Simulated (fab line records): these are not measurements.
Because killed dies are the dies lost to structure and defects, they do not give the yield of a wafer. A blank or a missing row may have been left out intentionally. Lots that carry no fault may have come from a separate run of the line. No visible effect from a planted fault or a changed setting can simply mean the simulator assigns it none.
fab line records	flow n5Finfet
record lots=12	wafers=36	lastDay=17
route steps=1938 shown GATE_CUT@507 PASSIVATION@1906
lots that met no fault: taken from a fault-free run of the same line
startH: start of the lot's first displayed wafer, in hours after the record's first day	waitH: hours since the lot's step before	" the same as in the row above	L1.1+2: one row covering several wafers at once	- value missing, or start not given	* or withheld: withheld	< > ~ a bound
route shown NAME@n: a module of which the file shows steps, and the number in the route of the first	usual: mean/standard deviation taken from wafers without a fault	same: alike in all rows	chamber/n: place in a boat	sites: per-site readings	_std_site: how widely they spread, as a standard deviation	_edge_site: the outer-site mean with the inner-site mean subtracted	radiusMm: how far each site lies from the wafer's centre	mask NAME#n: copy n	behind: the tool/chamber that last shaped the wafer	hold: why the lot went on hold/how many hours it stayed there/how the hold came to an end	device: names the non-switching transistor (n, p or np)	end of line: the same wafers' tests at the end of the route	a step given without rows: its recipe and nothing more	killed: dies that structure and defects cost at the first sort, which is not the same as the wafer's yield	map: dies across one wafer; x = killed, . = not, _ = none there
set.NAME: the run value of the setting; set.NAME@STEP: its run value at that earlier step	model.NAME: the simulator's own value behind a step, which no gauge read
steps of the route over a sample of lots; a table a step, a row a wafer
services: from which hour (startH, from the record's first day; less than 0 if before it) a tool's chamber was out of use, for how many hours, and why
## steps
# step N5_GATE_CUT_STRIP_21
# recipe chemistry=N2/H2	timeS=30	powerW=1000	tempC=250	pressureMtorr=withheld	n2FlowSccm=1750	h2FlowSccm=3250
# usual drypumpMotorCurrentA=5.8/0.51	heaterPowerW=350/9.8
lot.wafer	tool	chamber	startH	waitH	drypumpMotorCurrentA	heaterPowerW	rfHoursCounterH
L928.2	plasmaAsher-02	1	83.38	0.1	5.2	364	37
L928.3	"	0	"	"	5.3	356	-
L928.5	"	1	"	"	5.2	364	-
L930.1	plasmaAsher-01	0	96.48	0.0	6.4	340	93
L930.2	"	1	"	"	6.0	348	93
L930.5	"	1	"	"	6.0	349	-
L931.1	plasmaAsher-01	0	104.50	0.0	6.5	342	94
L931.2	"	1	"	"	6.0	346	94
L931.3	"	0	"	"	6.4	342	-
L932.2	plasmaAsher-01	0	107.13	0.0	6.4	340	95
L932.3	"	0	"	"	6.4	343	-
L932.6	"	1	"	"	6.0	350	-
L936.2	plasmaAsher-02	0	130.71	0.0	5.2	352	46
L936.3	"	1	"	"	5.2	370	-
L936.5	"	0	"	"	5.2	349	-
L937.1	plasmaAsher-01	0	136.82	0.1	6.4	329	100
L937.2	"	1	"	"	6.0	348	100
L937.6	"	0	"	"	6.4	347	-
L938.2	plasmaAsher-02	0	146.51	0.1	5.2	352	48
L938.3	"	1	"	"	5.2	348	-
L938.6	"	0	"	"	5.2	357	-
L946.1	plasmaAsher-01	0	191.11	0.0	6.4	340	113
L946.2	"	1	"	"	6.0	351	113
L946.5	"	0	"	"	6.4	329	-
L947.1	plasmaAsher-01	1	198.76	0.1	6.0	342	114
L947.2	"	0	"	"	6.5	348	114
L947.5	"	1	"	"	6.0	348	-
L948.1	plasmaAsher-01	0	201.97	0.0	6.4	332	115
L948.2	"	1	"	"	6.0	348	115
L948.4	"	1	"	"	6.0	344	-
L950.2	plasmaAsher-02	0	216.27	0.0	5.2	360	62
L950.5	"	1	"	"	5.2	367	-
L950.6	"	0	"	"	5.2	359	-
L951.1	plasmaAsher-01	1	222.26	0.1	6.0	356	118
L951.4	"	0	"	"	6.4	348	-
L951.6	"	0	"	"	6.5	334	-
# step N5_PASSIVATION_OVL_MEAS_63
# recipe pointsPerWafer=44
# usual PAD_OVL=1/6.2
lot.wafer	tool	chamber	startH	waitH	PAD_OVL[nm]
L930.1	overlay-01	0	272.41	0.0	-4
L930.2	"	0	"	"	-8
L930.5	"	0	"	"	0
L928.2	overlay-02	0	277.07	0.0	-7
L928.3	"	0	"	"	-5
L928.5	"	0	"	"	-9
L931.1	overlay-02	0	293.78	0.0	-2
L931.2	"	0	"	"	-3
L931.3	"	0	"	"	-3
L932.2	overlay-02	0	294.27	0.0	0
L932.3	"	0	"	"	-5
L932.6	"	0	"	"	4
L937.1	overlay-02	0	320.79	0.0	-4
L937.2	"	0	"	"	-3
L937.6	"	0	"	"	-3
L936.2	overlay-02	0	322.90	0.0	-5
L936.3	"	0	"	"	-14
L936.5	"	0	"	"	-1
L938.2	overlay-01	0	333.84	0.0	3
L938.3	"	0	"	"	11
L938.6	"	0	"	"	7
L948.1	overlay-02	0	388.18	0.0	7
L948.2	"	0	"	"	12
L948.4	"	0	"	"	5
L946.1	overlay-01	0	392.23	0.1	0
L946.2	"	0	"	"	5
L946.5	"	0	"	"	4
L947.1	overlay-02	0	392.63	0.0	1
L947.2	"	0	"	"	-9
L947.5	"	0	"	"	-5
L950.2	overlay-01	0	406.02	0.0	6
L950.5	"	0	"	"	-4
L950.6	"	0	"	"	1
L951.1	overlay-01	0	407.37	0.0	16
L951.4	"	0	"	"	4
L951.6	"	0	"	"	6
# step N5_PASSIVATION_ETCH_59
# recipe chemistry=Cl2/BCl3	target=TaN	targetDepthA=650	timeS=34.9	ionEnergyEv=100	pressureMtorr=10	icpW=900	biasW=100	Cl2_flow_sccm=60	bcl3FlowSccm=30
# usual bcl3FlowSccm=30.01/0.081	drypumpMotorCurrentA=5.8/0.33	oesProductAu=0.85/0.1	throttleValvePct=20.94/0.26
lot.wafer	tool	chamber	startH	waitH	bcl3FlowSccm	drypumpMotorCurrentA	oesProductAu	rfHoursCounterH	throttleValvePct
L930.1	rieMetal-02	1	272.95	0.3	30.04	5.5	0.93	4	20.99
L930.2	"	0	"	"	29.95	5.9	0.87	18	20.48
L930.5	"	0	"	"	29.99	5.9	0.86	-	20.48
L928.2	rieMetal-03	0	277.82	0.3	29.92	5.6	0.64	111	21.08
L928.3	"	1	"	"	29.87	5.6	0.65	-	21.17
L928.5	"	1	"	"	30.10	5.6	0.65	-	21.16
L931.1	rieMetal-01	1	294.33	0.3	30.12	5.5	0.89	15	21.35
L931.2	"	0	"	"	30.08	6.5	0.93	6	20.84
L931.3	"	1	"	"	30.03	5.5	0.88	-	21.37
L932.2	rieMetal-02	0	294.82	0.3	29.88	5.9	0.86	20	20.50
L932.3	"	0	"	"	30.05	5.9	0.86	-	20.49
L932.6	"	1	"	"	29.99	5.5	0.93	-	20.96
L937.1	rieMetal-03	0	321.73	0.7	29.99	5.6	0.65	117	21.07
L937.2	"	0	"	"	30.06	5.6	0.65	-	21.05
L937.6	"	0	"	"	30.08	5.6	0.64	-	21.08
L936.2	rieMetal-01	0	323.55	0.3	30.12	6.6	0.93	9	20.82
L936.3	"	1	"	"	29.98	5.5	0.88	-	21.35
L936.5	"	1	"	"	29.99	5.5	0.89	-	21.34
L938.2	rieMetal-03	1	334.53	0.3	30.02	5.6	1.00	0	21.06
L938.3	"	0	"	"	29.87	5.7	0.65	-	21.07
L938.6	"	1	"	"	30.00	5.6	1.01	-	21.04
L948.1	rieMetal-02	0	388.73	0.3	29.96	5.9	0.82	29	20.51
L948.2	"	1	"	"	29.81	5.6	0.87	15	20.98
L948.4	"	1	"	"	29.96	5.5	0.87	-	20.99
L946.1	rieMetal-01	0	393.02	0.4	29.81	6.6	0.89	15	20.86
L946.2	"	1	"	"	29.98	5.6	0.85	23	21.37
L946.5	"	1	"	"	29.94	5.5	0.86	-	21.35
L947.1	rieMetal-02	0	393.47	0.3	29.97	5.9	0.83	30	20.50
L947.2	"	1	"	"	30.03	5.5	0.86	16	20.98
L947.5	"	1	"	"	29.98	5.5	0.87	-	20.97
L950.2	rieMetal-03	0	406.66	0.3	30.08	5.6	0.94	3	20.75
L950.5	"	1	"	"	29.97	5.6	0.91	-	21.08
L950.6	"	0	"	"	30.13	5.6	0.95	-	20.77
L951.1	rieMetal-01	0	408.12	0.3	29.98	6.5	0.89	16	20.84
L951.4	"	0	"	"	29.98	6.5	0.89	-	20.84
L951.6	"	1	"	"	29.96	5.5	0.85	-	21.39
# step N5_PASSIVATION_PECVD_35
# recipe material=SiNx	targetThkA=7000	tempC=400	precursor=SiH4/NH3/N2	pressureTorr=4.9	rfW=1406	timeS=151.3
# usual heaterPowerW=353/100	showerheadPlenumPTorr=8.69/0.056	throttleValvePct=29.4/1.4
lot.wafer	tool	chamber	startH	waitH	heaterPowerW	showerheadPlenumPTorr	throttleValvePct
L930.1	pecvd-01	0	273.68	0.1	450	8.63	30.9
L930.2	"	2	"	"	366	8.70	29.0
L930.5	"	2	"	"	395	8.68	29.3
L928.2	pecvd-03	0	278.57	0.1	116	8.71	31.8
L928.3	"	1	"	"	287	8.69	30.4
L928.5	"	1	"	"	176	8.70	29.8
L931.1	pecvd-03	1	295.05	0.1	267	8.70	30.0
L931.2	"	2	"	"	285	8.65	28.3
L931.3	"	0	"	"	212	8.70	31.7
L932.2	pecvd-02	0	295.56	0.1	428	8.78	28.0
L932.3	"	1	"	"	316	8.63	31.0
L932.6	"	2	"	"	491	8.75	27.2
L937.1	pecvd-01	0	322.60	0.1	450	8.63	30.9
L937.2	"	2	"	"	349	8.69	29.4
L937.6	"	1	"	"	448	8.67	28.1
L936.2	pecvd-03	2	325.34	0.1	262	8.65	28.2
L936.3	"	2	"	"	302	8.67	28.2
L936.5	"	1	"	"	218	8.69	30.2
L938.2	pecvd-02	2	335.27	0.1	480	8.75	27.2
L938.3	"	1	"	"	322	8.61	31.0
L938.6	"	0	"	"	388	8.79	27.8
L948.1	pecvd-01	0	389.47	0.1	391	8.64	30.7
L948.2	"	2	"	"	318	8.71	29.5
L948.4	"	2	"	"	362	8.71	29.5
L946.1	pecvd-03	1	393.83	0.1	261	8.70	30.0
L946.2	"	0	"	"	187	8.70	31.4
L946.5	"	2	"	"	293	8.67	28.3
L947.1	pecvd-02	1	394.41	0.1	312	8.63	31.1
L947.2	"	0	"	"	411	8.79	28.1
L947.5	"	2	"	"	495	8.75	27.9
L950.2	pecvd-02	0	407.38	0.1	434	8.80	28.1
L950.5	"	1	"	"	370	8.63	31.1
L950.6	"	2	"	"	534	8.78	28.1
L951.1	pecvd-03	1	408.85	0.1	266	8.69	29.7
L951.4	"	1	"	"	284	8.70	30.2
L951.6	"	2	"	"	342	8.66	28.8
# step N5_PASSIVATION_PROBE_49
# usual killed_at_M0_to_M3=34/12	killed_at_M4_up=12/4.9	killedAtContacts=13/7.2	killedAtFrontEnd=39/12	killedAtOther=3.7/2.9	killedDies=101/18	killedOpen=67/14	killedShort=33/7.2
# same grossDies=1180	killedAtBackSide=0
lot.wafer	tool	chamber	startH	waitH	killed_at_M0_to_M3	killed_at_M4_up	killedAtContacts	killedAtFrontEnd	killedAtOther	killedDies	killedOpen	killedShort
L930.1	prober-01	-	277.49	0.0	30	8	9	43	1	91	65	26
L930.2	prober-01	-	277.54	0.1	50	12	4	45	3	114	61	45
L930.5	prober-01	-	277.69	0.2	43	5	6	33	1	88	51	34
L928.2	prober-01	-	282.32	0.1	58	10	9	33	1	111	78	31
L928.3	prober-01	-	282.37	0.1	50	3	14	39	2	108	69	38
L928.5	prober-01	-	282.47	0.2	22	13	9	33	1	78	45	33
L931.1	prober-02	-	298.80	0.0	35	23	20	25	2	105	73	32
L931.2	prober-02	-	298.85	0.1	37	18	18	26	1	100	69	26
L931.3	prober-02	-	298.90	0.1	49	15	32	27	2	125	92	28
L932.2	prober-01	-	299.33	0.1	15	5	17	31	8	76	53	23
L932.3	prober-01	-	299.38	0.1	23	16	8	50	9	106	72	34
L932.6	prober-01	-	299.53	0.3	11	9	10	38	11	79	49	29
L937.1	prober-01	-	326.58	0.0	77	8	17	29	4	135	93	42
L937.2	prober-01	-	326.63	0.1	70	20	21	44	3	158	117	41
L937.6	prober-01	-	326.83	0.3	65	13	13	22	2	115	78	37
L936.2	prober-02	-	329.13	0.1	19	14	11	170	5	219	64	24
L936.3	prober-02	-	329.18	0.1	21	11	6	47	6	91	62	29
L936.5	prober-02	-	329.28	0.2	36	16	4	158	0	214	54	24
L938.2	prober-01	-	339.06	0.1	30	9	10	180	3	232	63	41
L938.3	prober-01	-	339.11	0.1	31	11	12	86	8	148	98	46
L938.6	prober-01	-	339.26	0.3	34	13	17	170	4	238	69	36
L948.1	prober-01	-	393.16	0.0	27	9	7	24	1	68	41	26
L948.2	prober-01	-	393.21	0.1	37	15	9	58	1	120	87	33
L948.4	prober-01	-	393.31	0.2	29	10	9	42	5	95	48	46
L946.1	prober-02	-	397.99	0.6	30	14	12	34	7	97	69	28
L946.2	prober-02	-	398.04	0.6	35	8	18	25	2	88	57	31
L946.5	prober-02	-	398.19	0.8	25	8	18	36	13	100	67	28
L947.1	prober-01	-	399.40	0.0	37	10	2	37	5	91	60	30
L947.2	prober-01	-	399.45	0.1	31	25	1	23	4	84	44	39
L947.5	prober-01	-	399.60	0.2	27	14	5	39	2	87	53	31
L950.2	prober-01	-	411.00	0.1	26	9	21	42	5	103	67	36
L950.5	prober-01	-	411.15	0.2	33	6	28	30	6	103	67	35
L950.6	prober-01	-	411.20	0.3	30	11	35	39	3	118	86	32
L951.1	prober-02	-	412.43	0.0	42	10	26	50	7	135	94	38
L951.4	prober-02	-	412.58	0.2	44	3	25	44	3	119	71	48
L951.6	prober-02	-	412.68	0.3	35	6	25	23	4	93	65	28
# killed by level:class
L930.1 BEOL_M0_SAQP:geometricParticle:open=12 FIN_SAQP:geometricParticle:open=9 STI_FIN_REVEAL:geometricParticle:open=8 MOL_CONTACT_COAG:geometricParticle:open=8 BEOL_M2:geometricParticle:open=8 STARTING-WAFER:geometricParticle:short=6 FIN_SAQP:geometricParticle:short=5 GATE_CUT:geometricParticle:open=4
L930.2 FIN_SAQP:geometricParticle:short=15 BEOL_M2:geometricParticle:open=11 BEOL_M3:geometricParticle:open=10 BEOL_M0_SAQP:geometricParticle:open=8 GATE_CUT:geometricParticle:short=7 BEOL_M0_SAQP:geometricParticle:short=6 BEOL_M4:geometricParticle:open=6 HKMG_FIN:areaEtch=6
L930.5 BEOL_M2:geometricParticle:open=14 BEOL_M0_SAQP:geometricParticle:short=7 BEOL_M1:geometricParticle:open=7 FIN_SAQP:geometricParticle:short=6 STI_FIN_REVEAL:geometricParticle:open=5 MOL_CONTACT_COAG:geometricParticle:open=5 STARTING-WAFER:geometricParticle:open=5 GATE_CUT:geometricParticle:short=4
L928.2 BEOL_M2:geometricParticle:open=18 BEOL_M1:geometricParticle:open=12 FIN_SAQP:geometricParticle:short=9 MOL_CONTACT_COAG:geometricParticle:open=9 BEOL_M0_SAQP:geometricParticle:short=8 STI_FIN_REVEAL:geometricParticle:open=6 BEOL_M3:geometricParticle:open=6 BEOL_M0_SAQP:geometricParticle:open=5
L928.3 MOL_CONTACT_COAG:geometricParticle:open=12 BEOL_M2:geometricParticle:open=12 STI_FIN_REVEAL:geometricParticle:open=9 BEOL_M0_SAQP:geometricParticle:short=8 BEOL_M1:geometricParticle:open=8 FIN_SAQP:geometricParticle:short=7 BEOL_M1:geometricParticle:short=6 BEOL_M0_SAQP:geometricParticle:open=5
L928.5 FIN_SAQP:geometricParticle:short=7 MOL_CONTACT_COAG:geometricParticle:open=7 GATE_CUT:geometricParticle:short=6 BEOL_M0_SAQP:geometricParticle:short=6 FIN_SAQP:geometricParticle:open=5 BEOL_M1:geometricParticle:open=5 GATE_CUT:geometricParticle:open=4 BEOL_M0_SAQP:geometricParticle:open=4
L931.1 MOL_CONTACT_COAG:geometricParticle:open=17 BEOL_M4:geometricParticle:open=11 BEOL_M2:geometricParticle:open=10 BEOL_M3:geometricParticle:open=9 BEOL_M0_SAQP:geometricParticle:short=7 GATE_CUT:geometricParticle:short=6 BEOL_M0_SAQP:geometricParticle:open=5 STI_FIN_REVEAL:geometricParticle:open=3
L931.2 MOL_CONTACT_COAG:geometricParticle:open=15 BEOL_M3:geometricParticle:open=9 BEOL_M0_SAQP:geometricParticle:open=8 BEOL_M0_SAQP:geometricParticle:short=7 GATE_CUT:geometricParticle:short=6 BEOL_M4:geometricParticle:open=6 STI_FIN_REVEAL:geometricParticle:open=4 GATE_CUT:geometricParticle:open=4
L931.3 MOL_CONTACT_COAG:geometricParticle:open=27 BEOL_M0_SAQP:geometricParticle:open=12 BEOL_M3:geometricParticle:open=12 STI_FIN_REVEAL:geometricParticle:open=10 BEOL_M2:geometricParticle:open=9 BEOL_M1:geometricParticle:open=6 STARTING-WAFER:geometricParticle:short=5 MOL_CONTACT_COAG:geometricParticle:short=4
L932.2 MOL_CONTACT_COAG:geometricParticle:open=12 FIN_SAQP:geometricParticle:open=8 BEOL_M2:geometricParticle:open=6 MOL_CONTACT_COAG:geometricParticle:short=5 STI_FIN_REVEAL:geometricParticle:open=4 GATE_CUT:geometricParticle:short=4 FIN_SAQP:geometricParticle:short=3 ILD0:geometricParticle:open=3
L932.3 FIN_SAQP:geometricParticle:open=13 STI_FIN_REVEAL:geometricParticle:open=12 FIN_SAQP:geometricParticle:short=11 MOL_CONTACT_COAG:geometricParticle:open=8 BEOL_M1:geometricParticle:open=6 PASS1_CAP:geometricParticle:open=6 ILD0:geometricParticle:open=5 BEOL_M0_SAQP:geometricParticle:open=5
L932.6 FIN_SAQP:geometricParticle:open=11 MOL_CONTACT_COAG:geometricParticle:open=10 STI_FIN_REVEAL:geometricParticle:open=7 PASS1_CAP:geometricParticle:short=7 FIN_SAQP:geometricParticle:short=4 GATE_CUT:geometricParticle:short=3 BEOL_M0_SAQP:geometricParticle:short=3 PASS1_CAP:geometricParticle:open=3
L937.1 BEOL_M0_SAQP:geometricParticle:short=19 BEOL_M0_SAQP:geometricParticle:open=16 MOL_CONTACT_COAG:geometricParticle:open=15 BEOL_M3:geometricParticle:open=14 BEOL_M2:geometricParticle:open=10 STI_FIN_REVEAL:geometricParticle:open=6 BEOL_M1:geometricParticle:open=6 BEOL_M0:geometricParticle:open=5
L937.2 BEOL_M3:geometricParticle:open=22 MOL_CONTACT_COAG:geometricParticle:open=17 FIN_SAQP:geometricParticle:open=16 BEOL_M0_SAQP:geometricParticle:open=15 BEOL_M4:geometricParticle:open=12 BEOL_M0_SAQP:geometricParticle:short=10 STI_FIN_REVEAL:geometricParticle:open=10 BEOL_M1:geometricParticle:open=6
L937.6 BEOL_M0_SAQP:geometricParticle:open=14 MOL_CONTACT_COAG:geometricParticle:open=13 BEOL_M0_SAQP:geometricParticle:short=11 BEOL_M0:geometricParticle:open=10 BEOL_M3:geometricParticle:open=9 BEOL_M4:geometricParticle:open=7 STI_FIN_REVEAL:geometricParticle:open=6 BEOL_M3:geometricParticle:short=6
L936.2 GATE_CUT:unspecified=128 FIN_SAQP:geometricParticle:open=15 MOL_CONTACT_COAG:geometricParticle:open=7 BEOL_M2:geometricParticle:open=7 BEOL_M4:geometricParticle:open=5 DUMMY_GATE:geometricParticle:open=4 ILD0:geometricParticle:short=4 MOL_CONTACT_COAG:geometricParticle:short=4
L936.3 FIN_SAQP:geometricParticle:open=11 FIN_SAQP:geometricParticle:short=9 BEOL_M2:geometricParticle:open=9 BEOL_M4:geometricParticle:open=9 DUMMY_GATE:geometricParticle:open=8 STI_FIN_REVEAL:geometricParticle:open=8 BEOL_M0_SAQP:geometricParticle:short=5 MIM_TOP:geometricParticle:short=4
L936.5 GATE_CUT:unspecified=135 BEOL_M2:geometricParticle:open=11 BEOL_M3:geometricParticle:open=9 BEOL_M0_SAQP:geometricParticle:short=8 FIN_SAQP:geometricParticle:short=6 BEOL_M4:geometricParticle:open=5 DUMMY_GATE:geometricParticle:open=4 MOL_CONTACT_COAG:geometricParticle:open=4
L938.2 GATE_CUT:unspecified=125 STI_FIN_REVEAL:geometricParticle:open=12 FIN_SAQP:geometricParticle:short=10 BEOL_M0_SAQP:geometricParticle:open=10 BEOL_M0_SAQP:geometricParticle:short=9 MOL_CONTACT_COAG:geometricParticle:open=8 GATE_CUT:geometricParticle:open=6 BEOL_M1:geometricParticle:open=5
L938.3 FIN_SAQP:geometricParticle:open=20 STI_FIN_REVEAL:geometricParticle:open=17 FIN_SAQP:geometricParticle:short=10 MOL_CONTACT_COAG:geometricParticle:open=10 GATE_CUT:geometricParticle:short=9 BEOL_M0_SAQP:geometricParticle:short=8 BEOL_M2:geometricParticle:open=6 DUMMY_GATE:geometricParticle:open=6
L938.6 GATE_CUT:unspecified=128 MOL_CONTACT_COAG:geometricParticle:open=13 BEOL_M0_SAQP:geometricParticle:open=10 FIN_SAQP:geometricParticle:short=9 BEOL_M4:geometricParticle:open=8 FIN_SAQP:geometricParticle:open=7 BEOL_M0_SAQP:geometricParticle:short=6 BEOL_M3:geometricParticle:open=6
L948.1 FIN_SAQP:geometricParticle:open=11 BEOL_M2:geometricParticle:open=8 FIN_SAQP:geometricParticle:short=7 MOL_CONTACT_COAG:geometricParticle:open=5 BEOL_M1:geometricParticle:open=5 BEOL_M0_SAQP:geometricParticle:short=3 BEOL_M0_SAQP:geometricParticle:open=3 BEOL_M1:geometricParticle:short=3
L948.2 FIN_SAQP:geometricParticle:open=18 BEOL_M3:geometricParticle:open=14 BEOL_M2:geometricParticle:open=8 FIN_SAQP:geometricParticle:short=7 BEOL_M4:geometricParticle:open=7 DUMMY_GATE:geometricParticle:open=6 MOL_CONTACT_COAG:geometricParticle:open=6 STARTING-WAFER:geometricParticle:open=6
L948.4 FIN_SAQP:geometricParticle:short=9 BEOL_M0_SAQP:geometricParticle:short=9 STI_FIN_REVEAL:geometricParticle:open=8 BEOL_M1:geometricParticle:open=7 MOL_CONTACT_COAG:geometricParticle:open=6 BEOL_M3:geometricParticle:open=6 ILD0:geometricParticle:short=5 GATE_CUT:geometricParticle:short=5
L946.1 MOL_CONTACT_COAG:geometricParticle:open=9 STI_FIN_REVEAL:geometricParticle:open=8 FIN_SAQP:geometricParticle:short=7 BEOL_M2:geometricParticle:open=7 BEOL_M3:geometricParticle:open=7 BEOL_M0_SAQP:geometricParticle:open=6 ILD0:geometricParticle:short=4 BEOL_M0_SAQP:geometricParticle:short=4
L946.2 MOL_CONTACT_COAG:geometricParticle:open=13 GATE_CUT:geometricParticle:short=7 BEOL_M0_SAQP:geometricParticle:short=7 BEOL_M1:geometricParticle:open=7 BEOL_M0_SAQP:geometricParticle:open=6 MOL_CONTACT_COAG:geometricParticle:short=5 BEOL_M3:geometricParticle:open=5 BEOL_M4:geometricParticle:open=5
L946.5 MOL_CONTACT_COAG:geometricParticle:open=12 STI_FIN_REVEAL:geometricParticle:open=9 BEOL_M2:geometricParticle:open=9 PASS1_CAP:geometricParticle:open=8 DUMMY_GATE:geometricParticle:open=7 MOL_CONTACT_COAG:geometricParticle:short=6 BEOL_M2:geometricParticle:short=4 BEOL_M4:geometricParticle:open=4
L947.1 BEOL_M3:geometricParticle:open=9 DUMMY_GATE:geometricParticle:open=8 BEOL_M1:geometricParticle:open=7 BEOL_M2:geometricParticle:open=7 FIN_SAQP:geometricParticle:short=6 BEOL_M0:geometricParticle:open=6 STARTING-WAFER:geometricParticle:short=5 FIN_SAQP:geometricParticle:open=3
L947.2 BEOL_M0_SAQP:geometricParticle:short=9 BEOL_M0_SAQP:geometricParticle:open=7 BEOL_M5:geometricParticle:open=6 DUMMY_GATE:geometricParticle:open=5 BEOL_M3:geometricParticle:open=4 BEOL_M4:geometricParticle:open=4 STARTING-WAFER:geometricParticle:short=4 FIN_SAQP:geometricParticle:short=3
L947.5 BEOL_M2:geometricParticle:open=10 FIN_SAQP:geometricParticle:short=9 STARTING-WAFER:geometricParticle:short=6 MOL_CONTACT_COAG:geometricParticle:open=5 BEOL_M0_SAQP:geometricParticle:short=5 DUMMY_GATE:geometricParticle:open=4 BEOL_M0:geometricParticle:open=4 BEOL_M3:geometricParticle:open=4
L950.2 STI_FIN_REVEAL:geometricParticle:open=17 MOL_CONTACT_COAG:geometricParticle:open=17 BEOL_M0_SAQP:geometricParticle:short=9 BEOL_M3:geometricParticle:open=8 STARTING-WAFER:geometricParticle:short=6 FIN_SAQP:geometricParticle:open=5 MOL_CONTACT_COAG:geometricParticle:short=4 BEOL_M1:geometricParticle:short=4
L950.5 MOL_CONTACT_COAG:geometricParticle:open=19 BEOL_M1:geometricParticle:open=12 MOL_CONTACT_COAG:geometricParticle:short=9 STI_FIN_REVEAL:geometricParticle:open=7 BEOL_M0_SAQP:geometricParticle:short=6 GATE_CUT:geometricParticle:short=5 BEOL_M3:geometricParticle:open=5 BEOL_M2:geometricParticle:open=5
L950.6 MOL_CONTACT_COAG:geometricParticle:open=28 STI_FIN_REVEAL:geometricParticle:open=11 BEOL_M3:geometricParticle:open=9 MOL_CONTACT_COAG:geometricParticle:short=7 BEOL_M2:geometricParticle:open=7 DUMMY_GATE:geometricParticle:open=6 GATE_CUT:geometricParticle:short=5 BEOL_M0_SAQP:geometricParticle:short=5
L951.1 MOL_CONTACT_COAG:geometricParticle:open=21 STI_FIN_REVEAL:geometricParticle:open=18 BEOL_M3:geometricParticle:open=17 FIN_SAQP:geometricParticle:short=11 FIN_SAQP:geometricParticle:open=8 BEOL_M0_SAQP:geometricParticle:open=8 BEOL_M0_SAQP:geometricParticle:short=7 MOL_CONTACT_COAG:geometricParticle:short=5
L951.4 MOL_CONTACT_COAG:geometricParticle:open=19 FIN_SAQP:geometricParticle:short=13 BEOL_M0_SAQP:geometricParticle:open=13 BEOL_M0_SAQP:geometricParticle:short=12 STI_FIN_REVEAL:geometricParticle:open=8 BEOL_M1:geometricParticle:open=7 MOL_CONTACT_COAG:geometricParticle:short=6 STARTING-WAFER:geometricParticle:short=6
L951.6 MOL_CONTACT_COAG:geometricParticle:open=22 BEOL_M1:geometricParticle:open=11 BEOL_M0_SAQP:geometricParticle:open=10 BEOL_M1:geometricParticle:short=5 BEOL_M0_SAQP:geometricParticle:short=4 STARTING-WAFER:geometricParticle:short=4 FIN_SAQP:geometricParticle:short=3 DUMMY_GATE:geometricParticle:open=3
## services
tool	chamber	startH	hours	kind
pecvd-03	-	63.45	1.4	repair
pecvd-02	-	101.13	0.5	repair
pecvd-02	-	103.94	2.8	pm
rieMetal-02	1	118.02	13.9	repair
plasmaAsher-02	-	148.95	4.9	repair
pecvd-03	2	164.67	13.1	repair
rieMetal-03	-	168.61	0.6	repair
rieMetal-01	-	179.17	2.1	repair
plasmaAsher-01	-	189.66	1.4	repair
pecvd-03	2	210.24	18.6	repair
plasmaAsher-01	-	222.73	15.6	pm
rieMetal-02	-	243.73	5.6	repair
pecvd-01	1	285.45	3.6	repair
pecvd-03	-	288.28	0.2	repair
plasmaAsher-02	-	304.25	0.7	repair
pecvd-03	-	308.06	5.5	pm
rieMetal-01	1	308.47	4.1	repair
pecvd-02	-	314.19	0.9	repair
pecvd-03	0	320.82	12.4	repair
rieMetal-03	0	345.90	13.0	repair
plasmaAsher-01	-	353.44	7.5	repair
plasmaAsher-01	-	365.65	1.0	repair
pecvd-03	-	384.50	1.3	repair
plasmaAsher-02	-	385.88	6.6	repair
## key
firstSign step=N5_PASSIVATION_PROBE_49	reading=killedAtFrontEnd	direction=up	sigmas=11	usual=39	struck=170
effect step=N5_PASSIVATION_PROBE_49	reading=killedDies	direction=up	sigmas=7.1	usual=101	struck=226
moreKillsBornAt N5_GATE_CUT_STRIP_21@plasmaAsher-02=516
metAt N5_GATE_CUT_STRIP_21
struckLots L936,L938
struckWafers L936.2,L936.5,L938.2,L938.6
testerLeftOut L936,L938
notActingAt N5_PASSIVATION_OVL_MEAS_63,N5_PASSIVATION_ETCH_59,N5_PASSIVATION_PECVD_35
onsetBetween 83.38 130.71
fault kind=chamberParticleSource	tool=plasmaAsher-02	chamber=0	onsetH=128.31	steps=N5_GATE_CUT_STRIP_21	ratePerVisitCm2=1.0647	endH=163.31
# testerLeftOut: of these lots the tester's yield and bins aren't shown, on N5 and GAA mostly nor the transistor test; their killed dies are dies lost to structure and defects alone, not to doping, threshold or leakage, so they don't give the yield
